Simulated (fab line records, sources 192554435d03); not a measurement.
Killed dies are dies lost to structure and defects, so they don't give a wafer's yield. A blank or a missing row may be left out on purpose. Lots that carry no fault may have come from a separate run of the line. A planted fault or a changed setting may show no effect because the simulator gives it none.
Which of the tools did it?	flow n5_finfet	72 wafers from 24 lots sampled at 6 of the route's 1938 steps

== WHAT EACH GAUGE READ, for each wafer ==
N5_FIN_SAQP_INSPECT_40: inspects for defects (brightfield). Usual: raw_defect_count 218, standard deviation 67.
lot	measured	on	raw_defect_count	flag
L074	day 2 05:17	defect_inspect-01	171 121 233	
L075	day 2 10:46	defect_inspect-02	130 167 184	
L076	day 2 15:23	defect_inspect-02	165 163 256	
L077	day 2 21:07	defect_inspect-01	199 246 228	
L078	day 3 02:35	defect_inspect-01	198 233 330	
L079	day 3 08:19	defect_inspect-02	271 194 360	
L080	day 3 14:25	defect_inspect-01	308 141 195	
L081	day 3 20:16	defect_inspect-02	210 184 222	
L082	day 4 02:57	defect_inspect-01	161 195 120	
L083	day 4 08:35	defect_inspect-02	212 197 118	
L084	day 4 14:14	defect_inspect-02	142 334 171	
L085	day 4 22:05	defect_inspect-01	212 178 211	
L086	day 5 04:09	defect_inspect-02	282 360 256	
L087	day 5 09:10	defect_inspect-02	221 188 191	
L088	day 5 20:41	defect_inspect-01	208 181 211	
L089	day 5 21:16	defect_inspect-01	256 210 127	
L090	day 6 04:25	defect_inspect-02	117 117 197	
L091	day 6 10:21	defect_inspect-01	267 209 285	
L092	day 6 14:44	defect_inspect-01	281 283 273	
L093	day 6 22:26	defect_inspect-01	243 180 207	
L094	day 7 03:11	defect_inspect-02	176 166 115	
L095	day 7 12:31	defect_inspect-02	274 248 458	
L096	day 7 18:32	defect_inspect-01	284 328 259	
L097	day 7 23:48	defect_inspect-01	278 207 236	

N5_FIN_CUT_INSPECT_10: inspects for defects (brightfield). Usual: raw_defect_count 41, standard deviation 13.
lot	measured	on	raw_defect_count	flag
L074	day 2 05:41	defect_inspect-02	30 25 38	
L075	day 2 11:09	defect_inspect-01	42 32 49	
L076	day 2 15:46	defect_inspect-01	31 26 47	
L077	day 2 21:34	defect_inspect-02	40 41 51	
L078	day 3 02:58	defect_inspect-01	56 35 65	
L079	day 3 08:43	defect_inspect-02	53 22 65	
L080	day 3 14:55	defect_inspect-02	66 17 34	
L081	day 3 20:39	defect_inspect-02	32 32 35	
L082	day 4 03:20	defect_inspect-01	35 26 26	
L083	day 4 09:06	defect_inspect-02	40 45 27	
L084	day 4 14:45	defect_inspect-01	41 68 37	
L085	day 4 22:36	defect_inspect-02	25 31 44	
L086	day 5 04:32	defect_inspect-02	49 73 48	
L087	day 5 09:41	defect_inspect-01	42 44 35	
L088	day 5 21:05	defect_inspect-01	41 35 48	
L089	day 5 21:40	defect_inspect-01	46 45 24	
L090	day 6 04:49	defect_inspect-02	32 22 29	
L091	day 6 10:52	defect_inspect-02	52 34 48	
L092	day 6 15:15	defect_inspect-01	53 45 41	
L093	day 6 22:57	defect_inspect-01	39 49 44	
L094	day 7 03:42	defect_inspect-02	26 27 25	
L095	day 7 12:55	defect_inspect-02	51 31 66	
L096	day 7 18:56	defect_inspect-01	45 56 48	
L097	day 8 00:11	defect_inspect-01	41 39 43	

== EACH LOT AND THE TOOL THAT RAN IT (in order: tool; ch and the chambers of the sampled wafers; start) ==
lot	N5_FIN_SAQP_SPACER1_ETCHBACK_25	N5_FIN_SAQP_ETCH_69	N5_FIN_SAQP_RECESS_71	N5_FIN_SAQP_SPACER2_ALD_28
L074	rie_diel-06 ch 1,2,3, day 2 02:07	rie_diel-02 ch 0,3, day 2 03:08	vapor_etch-02 ch 0,1, day 2 03:17	ald_sin-02 ch 1,2,3, day 2 04:04
L075	rie_diel-06 ch 1,2,3, day 2 06:09	rie_diel-05 ch 0,2,3, day 2 07:09	vapor_etch-01 ch 0,1, day 2 07:21	ald_sin-03 ch 1,2, day 2 09:17
L076	rie_diel-02 ch 0,1,2, day 2 12:55	rie_diel-05 ch 1,2, day 2 13:55	vapor_etch-02 ch 0,1, day 2 14:07	ald_sin-03 ch 0,2,3, day 2 14:13
L077	rie_diel-05 ch 0,2,3, day 2 17:38	rie_diel-05 ch 0,1,2, day 2 18:40	vapor_etch-02 ch 0,1, day 2 18:52	ald_sin-03 ch 0,2,3, day 2 20:00
L078	rie_diel-05 ch 0,1,3, day 3 00:14	rie_diel-02 ch 0,2,3, day 3 01:10	vapor_etch-02 ch 0, day 3 01:20	ald_sin-02 ch 0,1, day 3 01:28
L079	rie_diel-05 ch 0,1,3, day 3 05:52	rie_diel-05 ch 0,1,3, day 3 06:55	vapor_etch-01 ch 0,1, day 3 07:04	ald_sin-03 ch 0,2,3, day 3 07:13
L080	rie_diel-06 ch 1,2,3, day 3 12:01	rie_diel-06 ch 0,2,3, day 3 12:56	vapor_etch-01 ch 1, day 3 13:06	ald_sin-03 ch 1,2,3, day 3 13:14
L081	rie_diel-02 ch 0,1,3, day 3 17:41	rie_diel-02 ch 1,3, day 3 18:37	vapor_etch-01 ch 0, day 3 18:46	ald_sin-02 ch 1,3, day 3 19:08
L082	rie_diel-02 ch 1,3, day 4 00:34	rie_diel-05 ch 0,2,3, day 4 01:32	vapor_etch-02 ch 0,1, day 4 01:42	ald_sin-02 ch 0,2, day 4 01:50
L083	rie_diel-02 ch 1,2,3, day 4 05:57	rie_diel-05 ch 2,3, day 4 06:53	vapor_etch-01 ch 0,1, day 4 07:03	ald_sin-01 ch 1,3, day 4 07:21
L084	rie_diel-06 ch 0,1, day 4 11:40	rie_diel-05 ch 0,1,3, day 4 12:43	vapor_etch-01 ch 0,1, day 4 12:55	ald_sin-03 ch 0,2,3, day 4 13:01
L085	rie_diel-06 ch 0,1,2, day 4 18:39	rie_diel-02 ch 2,3, day 4 19:37	vapor_etch-01 ch 0,1, day 4 19:46	ald_sin-03 ch 0,1,3, day 4 20:59
L086	rie_diel-06 ch 0,3, day 5 00:23	rie_diel-02 ch 0,2,3, day 5 01:23	vapor_etch-02 ch 0, day 5 01:33	ald_sin-02 ch 0,1,2, day 5 02:59
L087	rie_diel-05 ch 0,2,3, day 5 06:31	rie_diel-02 ch 0,3, day 5 07:40	vapor_etch-02 ch 0,1, day 5 07:52	ald_sin-02 ch 0,1,3, day 5 07:58
L088	rie_diel-05 ch 0,1,3, day 5 18:13	rie_diel-05 ch 0,1,2, day 5 19:08	vapor_etch-02 ch 0,1, day 5 19:21	ald_sin-02 ch 2,3, day 5 19:29
L089	rie_diel-05 ch 0,3, day 5 18:17	rie_diel-06 ch 0,3, day 5 19:26	vapor_etch-02 ch 0,1, day 5 19:38	ald_sin-01 ch 1,2,3, day 5 19:44
L090	rie_diel-02 ch 1,3, day 6 00:11	rie_diel-02 ch 0,1,2, day 6 01:06	vapor_etch-02 ch 0,1, day 6 01:16	ald_sin-01 ch 1,2,3, day 6 03:18
L091	rie_diel-05 ch 0,1,3, day 6 07:44	rie_diel-06 ch 1,2,3, day 6 08:56	vapor_etch-02 ch 0,1, day 6 09:06	ald_sin-01 ch 0,1,2, day 6 09:14
L092	rie_diel-02 ch 0,1,2, day 6 12:16	rie_diel-05 ch 1,2,3, day 6 13:10	vapor_etch-02 ch 0,1, day 6 13:22	ald_sin-01 ch 0,1, day 6 13:38
L093	rie_diel-06 ch 2,3, day 6 19:42	rie_diel-05 ch 1,2, day 6 20:46	vapor_etch-01 ch 0,1, day 6 20:56	ald_sin-02 ch 0,1, day 6 21:05
L094	rie_diel-06 ch 1,2, day 7 00:51	rie_diel-05 ch 0,2, day 7 01:46	vapor_etch-01 ch 0,1, day 7 01:56	ald_sin-03 ch 0,3, day 7 02:04
L095	rie_diel-06 ch 1,2, day 7 08:06	rie_diel-02 ch 1,2,3, day 7 09:17	vapor_etch-02 ch 0,1, day 7 09:27	ald_sin-01 ch 0,1,3, day 7 11:01
L096	rie_diel-06 ch 0,2, day 7 15:44	rie_diel-02 ch 0,1,2, day 7 17:07	vapor_etch-01 ch 0,1, day 7 17:17	ald_sin-01 ch 0,1, day 7 17:25
L097	rie_diel-02 ch 1,2,3, day 7 21:25	rie_diel-02 ch 0,1,3, day 7 22:20	vapor_etch-02 ch 0,1, day 7 22:30	ald_sin-01 ch 2,3, day 7 22:41
- N5_FIN_SAQP_SPACER1_ETCHBACK_25: etches SiO2 in CHF3/O2, target depth 24.4 nm, time 12.2 s.
- N5_FIN_SAQP_ETCH_69: etches SOC in N2/H2, stops on SiNx, target depth 150 nm.
- N5_FIN_SAQP_RECESS_71: chemistry HF/NH3, target SiO2, target depth 3 nm, afs cycles 1, sublimation time 60 s.
- N5_FIN_SAQP_SPACER2_ALD_28: deposits SiO2, target thk 8.1 nm, pulse time 1 s, purge time 2 s.

== WHAT THE TOOLS THEMSELVES READ (means of the sampled wafers that have a number; where no wafer has one, the mark that the record gives instead) ==
N5_FIN_SAQP_SPACER1_ETCHBACK_25. Usual: CHF3_flow_sccm 50.00 sccm, standard deviation 0.14; drypump_motor_current_A 5.8 A, standard deviation 0.6; oes_product_au 0.78 a.u., standard deviation 0.065; rf_vpp_V 530 V, standard deviation 10; showerhead_plenum_p_Torr 2.41 Torr, standard deviation 0.082; throttle_valve_pct 18.93 %, standard deviation 0.29.
lot	tool	CHF3_flow_sccm (sccm)	drypump_motor_current_A (A)	oes_product_au (a.u.)	rf_vpp_V (V)	showerhead_plenum_p_Torr (Torr)	throttle_valve_pct (%)	flag
L074	rie_diel-06	49.99	5.1	0.75	535	2.39	18.99	
L075	rie_diel-06	50.01	5.1	0.74	534	2.39	18.99	
L076	rie_diel-02	50.04	6.2	0.86	530	2.48	18.75	
L077	rie_diel-05	50.10	6.0	0.86	530	2.42	18.93	
L078	rie_diel-05	50.10	6.2	0.87	535	2.43	18.73	
L079	rie_diel-05	49.98	6.2	0.87	534	2.43	18.73	
L080	rie_diel-06	50.13	5.1	0.73	534	2.38	19.02	
L081	rie_diel-02	50.04	6.0	0.82	526	2.47	18.84	
L082	rie_diel-02	50.01	6.4	0.84	518	2.52	18.75	
L083	rie_diel-02	50.09	6.2	0.81	522	2.48	18.83	
L084	rie_diel-06	49.96	5.7	0.72	520	2.30	19.15	
L085	rie_diel-06	49.95	5.4	0.71	529	2.37	19.23	
L086	rie_diel-06	50.00	5.5	0.72	516	2.30	18.90	
L087	rie_diel-05	50.06	6.0	0.82	529	2.41	18.97	
L088	rie_diel-05	49.91	6.2	0.85	535	2.42	18.76	
L089	rie_diel-05	49.91	5.8	0.86	535	2.40	18.81	
L090	rie_diel-02	50.16	6.0	0.78	519	2.46	18.93	
L091	rie_diel-05	50.00	6.2	0.84	534	2.42	18.77	
L092	rie_diel-02	49.98	6.2	0.81	530	2.47	18.80	
L093	rie_diel-06	49.98	5.0	0.72	530	2.37	18.80	
L094	rie_diel-06	50.15	5.1	0.70	536	2.43	19.34	
L095	rie_diel-06	50.01	5.3	0.70	540	2.37	19.31	
L096	rie_diel-06	50.00	5.5	0.69	517	2.35	19.21	
L097	rie_diel-02	49.95	6.2	0.77	522	2.46	18.89	

N5_FIN_SAQP_ETCH_69. Usual: drypump_motor_current_A 6.1 A, standard deviation 0.51; n2_flow_sccm 200.0 sccm, standard deviation 0.65; oes_product_au 0.79 a.u., standard deviation 0.06; rf_vpp_V 240.9 V, standard deviation 1.3; showerhead_plenum_p_Torr 2.55 Torr, standard deviation 0.064; throttle_valve_pct 17.7 %, standard deviation 0.31.
lot	tool	drypump_motor_current_A (A)	n2_flow_sccm (sccm)	oes_product_au (a.u.)	rf_vpp_V (V)	showerhead_plenum_p_Torr (Torr)	throttle_valve_pct (%)	flag
L074	rie_diel-02	5.7	200.5	0.81	239.9	2.54	17.7	
L075	rie_diel-05	6.1	200.7	0.85	240.6	2.55	17.8	
L076	rie_diel-05	6.4	200.6	0.77	242.0	2.56	17.9	
L077	rie_diel-05	6.4	199.8	0.80	242.9	2.57	17.8	
L078	rie_diel-02	5.8	199.9	0.80	241.3	2.55	17.8	
L079	rie_diel-05	6.2	200.1	0.85	240.8	2.55	17.6	
L080	rie_diel-06	5.2	200.1	0.72	240.6	2.50	17.9	
L081	rie_diel-02	6.4	200.2	0.82	241.4	2.63	17.5	
L082	rie_diel-05	6.0	200.1	0.83	240.3	2.54	17.8	
L083	rie_diel-05	5.7	199.5	0.85	240.0	2.52	17.9	
L084	rie_diel-05	6.2	200.0	0.85	240.5	2.55	17.6	
L085	rie_diel-02	6.0	200.3	0.78	241.1	2.56	17.8	
L086	rie_diel-02	5.8	200.5	0.78	241.7	2.54	17.8	
L087	rie_diel-02	5.7	200.1	0.76	241.2	2.52	17.8	
L088	rie_diel-05	6.5	199.6	0.78	240.9	2.56	17.8	
L089	rie_diel-06	5.6	199.4	0.71	239.3	2.42	17.9	
L090	rie_diel-02	6.2	200.2	0.80	240.6	2.60	17.6	
L091	rie_diel-06	5.1	200.0	0.71	239.5	2.50	18.0	
L092	rie_diel-05	6.2	200.4	0.78	240.1	2.53	17.8	
L093	rie_diel-05	6.6	200.0	0.76	240.7	2.55	17.7	
L094	rie_diel-05	6.4	200.6	0.77	240.1	2.56	17.9	
L095	rie_diel-02	6.2	199.7	0.77	241.3	2.59	17.7	
L096	rie_diel-02	6.2	200.4	0.79	241.6	2.59	17.6	
L097	rie_diel-02	6.0	199.7	0.77	241.1	2.57	17.6	

N5_FIN_SAQP_RECESS_71. Usual: drypump_motor_current_A 5.9 A, standard deviation 0.4; sublimation_temp_c 180.00 C, standard deviation 0.16.
lot	tool	drypump_motor_current_A (A)	sublimation_temp_c (C)	flag
L074	vapor_etch-02	5.9	179.90	
L075	vapor_etch-01	5.8	179.99	
L076	vapor_etch-02	5.9	180.01	
L077	vapor_etch-02	5.8	180.09	
L078	vapor_etch-02	5.6	180.12	
L079	vapor_etch-01	5.8	179.99	
L080	vapor_etch-01	5.3	180.09	
L081	vapor_etch-01	6.0	180.21	
L082	vapor_etch-02	6.1	180.08	
L083	vapor_etch-01	5.8	179.86	
L084	vapor_etch-01	5.5	180.09	
L085	vapor_etch-01	5.5	180.01	
L086	vapor_etch-02	5.6	179.85	
L087	vapor_etch-02	5.9	179.89	
L088	vapor_etch-02	6.2	179.96	
L089	vapor_etch-02	6.1	180.05	
L090	vapor_etch-02	5.9	179.98	
L091	vapor_etch-02	5.9	180.02	
L092	vapor_etch-02	5.9	180.05	
L093	vapor_etch-01	5.8	180.04	
L094	vapor_etch-01	5.5	179.83	
L095	vapor_etch-02	6.1	179.87	
L096	vapor_etch-01	5.8	179.93	
L097	vapor_etch-02	5.8	179.88	

N5_FIN_SAQP_SPACER2_ALD_28. Usual: heater_power_w 460 W, standard deviation 48; precursor_pulse_height_rel 0.999, standard deviation 0.021.
lot	tool	heater_power_w (W)	precursor_pulse_height_rel	flag
L074	ald_sin-02	436	0.990	
L075	ald_sin-03	426	0.997	
L076	ald_sin-03	464	0.988	
L077	ald_sin-03	465	0.998	
L078	ald_sin-02	483	1.007	
L079	ald_sin-03	458	0.995	
L080	ald_sin-03	436	1.002	
L081	ald_sin-02	450	0.998	
L082	ald_sin-02	469	1.003	
L083	ald_sin-01	472	0.995	
L084	ald_sin-03	465	1.012	
L085	ald_sin-03	430	1.008	
L086	ald_sin-02	464	0.987	
L087	ald_sin-02	458	0.976	
L088	ald_sin-02	421	1.009	
L089	ald_sin-01	473	0.990	
L090	ald_sin-01	482	1.005	
L091	ald_sin-01	483	0.980	
L092	ald_sin-01	492	1.000	
L093	ald_sin-02	482	1.003	
L094	ald_sin-03	446	0.976	
L095	ald_sin-01	486	0.983	
L096	ald_sin-01	454	0.999	
L097	ald_sin-01	520	1.011	

== THE ANSWER, worked out from the rows above alone ==
Rule: a lot counts as off when the mean over its wafers that have a number is more than 3 standard deviations away from the usual mean. Also off: a lot with no number at a reading for which 4 or more lots have one. Where the step has rows for the other lots, those lots are counted as sound. After the gauges, taken in route order, come the tools' own readings; for these a lot's mean is taken, as printed above. The first step at which some lot is off is used, and at that step the reading that is off furthest; a lot without a number counts as furthest.
No lot is off at any reading shown: from this, nothing can be told.

== WHAT HAD BEEN PUT IN BY THE SIMULATOR ==
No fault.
